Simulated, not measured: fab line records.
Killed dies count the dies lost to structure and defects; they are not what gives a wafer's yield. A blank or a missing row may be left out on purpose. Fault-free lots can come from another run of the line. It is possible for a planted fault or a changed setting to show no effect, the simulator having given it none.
fab line records    flow n5_finfet
record: lots: 9  wafers: 27  last_day: 17
route steps=1938 shown SD_EPI_P@329 ILD0@340 SDB@348 BEOL_M4@1111
lots untouched by any fault: they come from a run of this same line in which no faults occurred
start_h: hours from the record's opening day to when the first of the lot's shown wafers began    wait_h: hours since the lot's step before    " the same as in the row above    L1.1+2: one row covering several wafers at once    - value missing, or start not given    * or withheld: withheld    < > ~ a bound
route shown NAME@n: NAME is a module with steps in the file, n the number in the route of the first one    usual: mean/standard deviation of fault-free wafers    same: alike in all rows    chamber/n: place in a boat    sites: per-site readings    _std_site: the standard deviation of these    _edge_site: the outer-site mean with the inner-site mean subtracted    radius_mm: how far each site lies from the wafer's centre    mask NAME#n: copy n    behind: the tool/chamber that last shaped the wafer    hold: why the lot was held/for how many hours/how that ended    device: names the non-switching transistor (n, p or np)    end of line: the same wafers' tests at the end of the route    for a step that has no rows: nothing shown but its recipe    killed: dies that structure and defects cost at the first sort, which is not the same as the wafer's yield    map: dies across one wafer; x = killed, . = not, _ = none there
set.NAME: the setting that was run; set.NAME@STEP: the one run at that earlier step    model.NAME: the simulator's own value behind a step, which no gauge read
route steps across a sampled set of lots; one table per step, one row per wafer
services: a tool's chamber out of use, with start hour (start_h, from the record's first day; less than 0 if before it), hours out, and reason
== steps ==
step: N5_SD_EPI_P_INSPECT_26
recipe: inspect_instrument: darkfield  mode: post_epi
usual: raw_defect_count: 183/40
lot.wafer  tool               chamber  start_h  wait_h  raw_defect_count
L625.1     defect_inspect-02  -        89.58    0.0     100
L625.4     "                  -        "        "       149
L625.6     "                  -        "        "       144
L627.3     defect_inspect-01  -        101.16   0.0     169
L627.5     "                  -        "        "       218
L627.6     "                  -        "        "       206
L628.1     defect_inspect-02  -        106.28   0.0     141
L628.4     "                  -        "        "       128
L628.6     "                  -        "        "       119
L630.1     defect_inspect-02  -        118.61   0.0     275
L630.2     "                  -        "        "       148
L630.6     "                  -        "        "       163
L632.1     defect_inspect-02  -        134.68   0.0     190
L632.5     "                  -        "        "       218
L632.6     "                  -        "        "       192
L639.1     defect_inspect-01  -        174.92   0.0     163
L639.5     "                  -        "        "       117
L639.6     "                  -        "        "       210
L640.1     defect_inspect-01  -        181.36   0.0     168
L640.3     "                  -        "        "       147
L640.4     "                  -        "        "       151
L642.1     defect_inspect-01  -        194.60   0.0     118
L642.3     "                  -        "        "       150
L642.6     "                  -        "        "       155
L643.3     defect_inspect-01  -        195.66   0.0     229
L643.4     "                  -        "        "       224
L643.6     "                  -        "        "       275
step: N5_ILD0_CMP_07
recipe: stop_on: poly-Si  material: SiO2_flowable  t_overpolish_s: 1.18  post_cmp_clean: alkaline_brush  down_force_psi: 4.1491  platen_rpm: 51.796  pad_velocity_m_s: 1.0306  target_thk_nm: 138.88
usual: edge_zone_pressure_frac: 1.000/0.0048  motor_current_A: 12.9/1.4  platen_rpm: 51.80/0.037
same: t_overpolish_s: 1.18
lot.wafer  tool    chamber  start_h  wait_h  edge_zone_pressure_frac  motor_current_A  platen_rpm
L625.1     cmp-02  2        93.33    0.2     1.002                    11.6             51.82
L625.4     "       3        "        "       0.986                    11.4             51.79
L625.6     "       3        "        "       0.999                    11.5             51.81
L627.3     cmp-03  0        104.79   0.0     1.004                    12.6             51.73
L627.5     "       0        "        "       0.998                    12.2             51.81
L627.6     "       1        "        "       1.002                    13.4             51.80
L628.1     cmp-04  0        109.80   0.1     0.994                    11.0             51.83
L628.4     "       1        "        "       1.000                    14.0             51.79
L628.6     "       0        "        "       0.988                    10.4             51.80
L630.2     cmp-03  0        122.29   0.0     0.996                    12.0             51.77
L630.1     "       2        "        "       1.005                    13.4             51.82
L630.6     "       0        "        "       1.000                    11.5             51.78
L632.1     cmp-04  1        138.24   0.1     1.007                    14.7             51.78
L632.6     "       0        "        "       0.992                    11.8             51.82
L632.5     "       1        "        "       1.006                    14.0             51.76
L639.1     cmp-03  3        178.48   0.1     1.002                    12.9             51.79
L639.6     "       1        "        "       0.999                    14.4             51.79
L639.5     "       2        "        "       0.998                    13.4             51.79
L640.3     cmp-04  2        184.87   0.0     1.002                    14.4             51.83
L640.4     "       0        "        "       1.000                    10.6             51.80
L640.1     "       1        "        "       1.002                    14.2             51.77
L642.3     cmp-04  3        198.62   0.0     1.001                    13.3             51.83
L642.1     "       1        "        "       1.000                    15.0             51.80
L642.6     "       0        "        "       1.008                    10.9             51.81
L643.3     cmp-04  1        199.26   0.0     0.995                    14.1             51.81
L643.4     "       2        "        "       1.004                    15.2             51.85
L643.6     "       1        "        "       0.993                    14.7             51.77
step: N5_SDB_COAT_03
recipe: resist: SOC  temp_c: 250  time_s: 60  spin_rpm: 1500  resist_thk_nm: 100
usual: exhaust_pa: 44.9/0.91  spin_speed_rpm: 1500.1/0.92
lot.wafer  tool            chamber  start_h  wait_h  exhaust_pa  spin_speed_rpm
L625.1     litho_track-05  0        97.20    0.1     45.5        1500.8
L625.4     "               0        "        "       44.5        1500.4
L625.6     "               0        "        "       44.5        1500.7
L627.3     litho_track-04  0        108.44   0.1     46.5        1499.3
L627.5     "               0        "        "       46.0        1500.4
L627.6     "               0        "        "       44.5        1499.2
L628.1     litho_track-04  0        113.45   0.1     44.7        1661.0
L628.4     "               0        "        "       45.5        1661.2
L628.6     "               0        "        "       45.1        1662.1
L630.1     litho_track-04  0        125.94   0.1     44.0        1664.2
L630.2     "               0        "        "       43.6        1663.7
L630.6     "               0        "        "       43.9        1664.4
L632.1     litho_track-03  0        141.86   0.1     45.1        1500.4
L632.5     "               0        "        "       45.5        1499.3
L632.6     "               0        "        "       44.3        1500.2
L639.1     litho_track-05  0        182.28   0.1     44.7        1500.4
L639.5     "               0        "        "       44.0        1500.2
L639.6     "               0        "        "       44.7        1499.3
L640.1     litho_track-03  0        188.52   0.1     45.9        1498.8
L640.3     "               0        "        "       46.2        1499.7
L640.4     "               0        "        "       45.2        1499.4
L642.1     litho_track-04  0        202.55   0.1     44.7        1501.0
L642.3     "               0        "        "       45.3        1500.4
L642.6     "               0        "        "       45.3        1499.6
L643.3     litho_track-04  0        202.94   0.1     44.5        1500.9
L643.4     "               0        "        "       44.3        1500.2
L643.6     "               0        "        "       46.0        1500.4
step: N5_SDB_INSPECT_13
recipe: mode: adi  inspect_instrument: brightfield
usual: raw_defect_count: 66/29
lot.wafer  tool               chamber  start_h  wait_h  raw_defect_count
L625.1     defect_inspect-01  -        97.63    0.0     89
L625.4     "                  -        "        "       57
L625.6     "                  -        "        "       60
L627.3     defect_inspect-02  -        108.87   0.0     54
L627.5     "                  -        "        "       36
L627.6     "                  -        "        "       63
L628.1     defect_inspect-02  -        113.88   0.0     128
L628.4     "                  -        "        "       54
L628.6     "                  -        "        "       73
L630.1     defect_inspect-01  -        126.36   0.0     41
L630.2     "                  -        "        "       38
L630.6     "                  -        "        "       47
L632.1     defect_inspect-01  -        142.28   0.0     56
L632.5     "                  -        "        "       96
L632.6     "                  -        "        "       73
L639.1     defect_inspect-01  -        182.58   0.0     35
L639.5     "                  -        "        "       101
L639.6     "                  -        "        "       40
L640.1     defect_inspect-02  -        188.82   0.0     23
L640.3     "                  -        "        "       61
L640.4     "                  -        "        "       45
L642.1     defect_inspect-02  -        202.97   0.0     54
L642.3     "                  -        "        "       104
L642.6     "                  -        "        "       80
L643.3     defect_inspect-01  -        203.37   0.0     95
L643.4     "                  -        "        "       71
L643.6     "                  -        "        "       143
step: N5_SDB_STRIP_22
recipe: chemistry: N2/H2  power_w: 1000  temp_c: 250  h2_frac: 0.65  overash_fraction: 0.3  pressure_mtorr: withheld  n2_flow_sccm: 1750  h2_flow_sccm: 3250
usual: drypump_motor_current_A: 5.9/0.44  heater_power_w: 373/24  oes_product_au: 0.716/0.0045  strip_time_to_endpoint_s: 96.4/0.33
lot.wafer  tool             chamber  start_h  wait_h  drypump_motor_current_A  heater_power_w  oes_product_au  rf_hours_counter_h  strip_time_to_endpoint_s
L625.1     plasma_asher-01  1        97.97    0.1     5.5                      312             0.718           53                  96.1
L625.4     "                0        "        "       6.5                      378             0.713           -                   96.7
L625.6     "                1        "        "       5.5                      315             0.710           -                   96.2
L627.3     plasma_asher-01  0        110.42   0.1     6.6                      378             0.722           -                   96.4
L627.5     "                0        "        "       6.6                      384             0.726           -                   96.5
L627.6     "                1        "        "       5.5                      326             0.711           -                   95.9
L628.1     plasma_asher-02  1        114.22   0.1     6.1                      379             0.708           82                  91.4
L628.4     "                1        "        "       6.2                      379             0.705           -                   92.0
L628.6     "                1        "        "       6.2                      378             0.715           -                   91.4
L630.1     plasma_asher-02  1        126.70   0.1     6.2                      381             0.711           84                  91.7
L630.2     "                0        "        "       5.5                      386             0.712           84                  91.7
L630.6     "                0        "        "       5.4                      399             0.709           -                   91.5
L632.1     plasma_asher-02  1        142.62   0.1     6.2                      384             0.717           88                  96.5
L632.5     "                0        "        "       5.5                      381             0.719           -                   96.7
L632.6     "                1        "        "       6.2                      385             0.717           -                   96.4
L639.1     plasma_asher-01  1        183.59   0.1     5.5                      329             0.715           70                  96.9
L639.5     "                1        "        "       5.5                      317             0.714           -                   97.0
L639.6     "                0        "        "       6.6                      387             0.707           -                   96.6
L640.1     plasma_asher-02  1        189.17   0.1     6.2                      383             0.722           96                  96.8
L640.3     "                0        "        "       5.5                      386             0.713           -                   95.7
L640.4     "                1        "        "       6.2                      379             0.717           -                   96.2
L642.1     plasma_asher-02  1        203.31   0.1     6.2                      378             0.714           100                 96.1
L642.3     "                0        "        "       5.5                      391             0.718           -                   95.8
L642.6     "                0        "        "       5.4                      386             0.709           -                   96.4
L643.3     plasma_asher-02  1        204.16   0.1     6.2                      378             0.713           -                   96.0
L643.4     "                0        "        "       5.4                      392             0.710           -                   95.7
L643.6     "                1        "        "       6.2                      378             0.716           -                   96.2
step: N5_BEOL_M4_RC_MEAS_101
usual: DIBL_N: 36.3/1.4  DIBL_P: 36.2/1.5  IOFF_N: 0.160/0.021  IOFF_P: 0.211/0.027  ION_N: 676/7.7  ION_P: 463/5.5  SS_N: 71.4/0.57  SS_P: 73.3/0.58  VT_N: 249.3/2.5  VT_P: -250.1/2.6
lot.wafer  tool       chamber  start_h  wait_h  DIBL_N[mV/V]  DIBL_P[mV/V]  IOFF_N[nA/um]  IOFF_P[nA/um]  ION_N[uA/um]  ION_P[uA/um]  SS_N[mV/dec]  SS_P[mV/dec]  VT_N[mV]  VT_P[mV]
L625.1     prober-02  0        192.73   0.0     34.6          34.4          0.129          0.152          674           452           71.2          73.3          254.6     -257.9
L625.4     "          0        "        "       36.3          36.7          0.158          0.173          669           454           71.3          74.3          249.1     -257.4
L625.6     "          0        "        "       37.5          37.7          0.168          0.185          671           449           72.1          74.0          251.6     -253.5
L627.3     prober-01  0        214.55   0.3     37.1          35.6          0.154          0.203          673           460           71.1          73.5          250.1     -250.2
L627.5     "          0        "        "       35.9          34.0          0.139          0.198          677           469           70.9          72.5          249.1     -248.9
L627.6     "          0        "        "       36.6          34.4          0.144          0.193          665           468           70.8          72.9          248.3     -249.8
L628.1     prober-01  0        217.77   0.0     35.9          37.6          0.178          0.229          687           463           71.1          73.7          248.4     -251.9
L628.4     "          0        "        "       35.3          36.3          0.157          0.213          672           461           70.7          73.3          251.2     -250.3
L628.6     "          0        "        "       35.4          35.6          0.154          0.201          679           461           70.4          73.0          248.0     -248.6
L630.1     prober-01  0        244.78   0.0     34.8          33.4          0.129          0.172          665           459           71.0          72.6          253.6     -249.8
L630.2     "          0        "        "       37.6          37.7          0.172          0.227          680           464           71.2          73.9          246.5     -248.4
L630.6     "          0        "        "       35.2          33.9          0.131          0.173          677           459           71.1          72.5          250.5     -249.7
L632.1     prober-02  0        246.32   0.0     36.0          36.1          0.147          0.180          659           455           72.1          73.0          251.5     -253.5
L632.5     "          0        "        "       37.8          38.2          0.174          0.200          682           460           71.9          74.3          248.3     -251.7
L632.6     "          0        "        "       36.2          35.8          0.149          0.172          663           446           71.4          72.8          252.0     -255.1
L639.1     prober-02  0        276.11   0.0     35.1          33.6          0.140          0.178          667           459           70.2          72.8          251.3     -250.3
L639.5     "          0        "        "       35.0          34.5          0.153          0.185          680           460           71.4          73.0          246.7     -255.1
L639.6     "          0        "        "       34.2          33.2          0.135          0.174          668           455           70.4          72.7          249.4     -253.7
L640.1     prober-02  0        296.92   0.0     36.2          37.0          0.155          0.210          681           465           71.0          72.6          248.7     -248.2
L640.3     "          0        "        "       33.3          34.4          0.112          0.168          667           460           70.5          72.3          252.3     -251.6
L640.4     "          0        "        "       35.4          36.0          0.134          0.185          676           465           71.1          72.1          250.8     -252.4
L642.1     prober-01  0        308.31   0.0     36.9          37.2          0.179          0.233          680           468           71.7          73.4          249.0     -246.6
L642.3     "          0        "        "       36.1          36.4          0.162          0.231          683           469           71.4          74.0          249.9     -250.1
L642.6     "          0        "        "       37.2          37.9          0.189          0.242          687           471           72.7          74.3          247.6     -248.8
L643.3     prober-01  0        313.48   0.3     36.2          36.6          0.155          0.221          673           465           71.6          74.1          250.7     -249.9
L643.4     "          0        "        "       35.2          34.4          0.125          0.181          660           451           70.8          73.0          253.3     -250.6
L643.6     "          0        "        "       37.5          37.0          0.157          0.228          673           460           71.8          74.3          250.6     -249.8
== services ==
tool             chamber  start_h  hours  kind
cmp-04           -        81.23    0.3    repair
plasma_asher-01  -        87.39    0.8    repair
cmp-04           -        87.50    0.6    repair
cmp-04           -        88.29    5.5    pm
cmp-04           -        100.79   0.7    repair
cmp-04           -        104.28   4.8    pm
cmp-02           -        118.16   4.0    pm
cmp-02           -        122.16   -      consumable_replace:conditioner
cmp-02           -        122.16   -      consumable_replace:pad
cmp-03           -        148.96   0.9    repair
cmp-04           -        159.52   1.4    repair
cmp-04           -        171.25   1.6    repair
cmp-04           -        189.08   0.5    repair
cmp-03           -        193.33   4.0    pm
cmp-03           -        197.33   -      consumable_replace:conditioner
cmp-03           -        197.33   -      consumable_replace:pad
cmp-03           -        197.70   1.8    repair
cmp-03           -        200.88   9.4    pm
cmp-04           -        200.94   6.7    repair
== key ==
first_sign: step: N5_SDB_COAT_03  reading: spin_speed_rpm  direction: up  sigmas: 99+  usual: *  struck: *
effect: step: N5_SDB_STRIP_22  reading: strip_time_to_endpoint_s  direction: down  sigmas: 15  usual: *  struck: *
met_at N5_SDB_COAT_03
struck_lots L628,L630
not_acting_at N5_SD_EPI_P_INSPECT_26,N5_ILD0_CMP_07,N5_SDB_INSPECT_13
onset_between 108.44 113.45
fault: kind: process_parameter_drift  tool: litho_track-04  chamber: -  onset_h: 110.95  steps: N5_SDB_COAT_03  channel: spin_rpm  offset: *  shape: step  end_h: 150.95  acts_in: *  stated: *
